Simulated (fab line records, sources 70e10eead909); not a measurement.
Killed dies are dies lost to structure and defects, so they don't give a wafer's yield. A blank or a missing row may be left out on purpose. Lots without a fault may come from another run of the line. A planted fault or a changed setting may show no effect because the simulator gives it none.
A struck lot beside a sound one | flow nand_harc | 14 steps out of a route of 1302
Sound: wafers L603.2, L603.4, L603.6. Struck: wafers L613.1, L613.5. The cause comes at the end.
At each step with rows: each side's tool, then ch and its chambers, then its first start. Under that, the readings that differ: sound wafers | struck wafers | difference of the means | sigmas: that difference in standard deviations of wafers without a fault.
alike: readings whose means differ by less than 2 such deviations, and words and numbers that are the same on both sides. not compared: withheld readings, readings that some wafer has no value for, bounds like >300 that may hide the same value, and numbers for which the record gives no deviation and whose values overlap.
The two part at a step that has a row with sigmas, a row that says differs or no value, or rows on one side only. Numbers that don't overlap but have no deviation are shown without sigmas and don't part them. A reading that every wafer of one side lacks parts them only if that side has two wafers or more.

first, 10 steps without rows for these wafers: NHARC_A_STAIRCASE_SRD_174; NHARC_A_STAIRCASE_DEHYDRATE_01 (time 120 s); NHARC_A_STAIRCASE_HMDS_02 (time 30 s); NHARC_A_STAIRCASE_COAT_03; NHARC_A_STAIRCASE_SOFTBAKE_04 (time 170 s); NHARC_A_STAIRCASE_EBR_05; NHARC_A_STAIRCASE_EXPOSE_06 (exposes mask STAIR); NHARC_A_STAIRCASE_PEB_07 (peb time 130 s); NHARC_A_STAIRCASE_DEVELOP_08 (time 140 s); NHARC_A_STAIRCASE_HARDBAKE_10 (time 140 s).
NHARC_A_STAIRCASE_DESCUM_11: chemistry O2, time 3 s.
  sound on rie_diel-03 ch 1,2, day 19 21:43; struck on rie_diel-03 ch 0, day 23 16:06
  alike: drypump_motor_current_A, oes_product_au, rf_vpp_V, showerhead_plenum_p_Torr, throttle_valve_pct
  not compared: rf_hours_counter_h
NHARC_A_STAIRCASE_TRIM_12: chemistry O2, time 211.2 s.
  sound on rie_diel-03 ch 1,2, day 19 21:48; struck on rie_diel-03 ch 2,3, day 23 16:12
  reading          | sound             | struck      | difference | sigmas
  run_length_s (s) | 232.4 231.9 232.4 | 256.2 256.8 | +24.3      | +61
  alike: drypump_motor_current_A, oes_product_au, rf_vpp_V, showerhead_plenum_p_Torr, throttle_valve_pct
  not compared: rf_hours_counter_h
NHARC_A_STAIRCASE_ETCH_13: etches the open film in C4F8/O2, target depth 100 nm, time 40.5 s.
  sound on rie_diel-03 ch 1,2,3; struck on rie_diel-03 ch 0,2
  alike: oes_product_au, rf_vpp_V
  not compared: rf_hours_counter_h
then, 1 step without rows for these wafers: NHARC_END_SORT_01.

WHERE THEY PART
Only at NHARC_A_STAIRCASE_TRIM_12, within this record. Later steps at which nothing parts them and some readings are alike: NHARC_A_STAIRCASE_ETCH_13.

WHY: what the simulator had put in
Process parameter drift: rie_diel-03, from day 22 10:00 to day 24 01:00, at NHARC_A_STAIRCASE_TRIM_12. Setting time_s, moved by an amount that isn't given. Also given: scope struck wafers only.
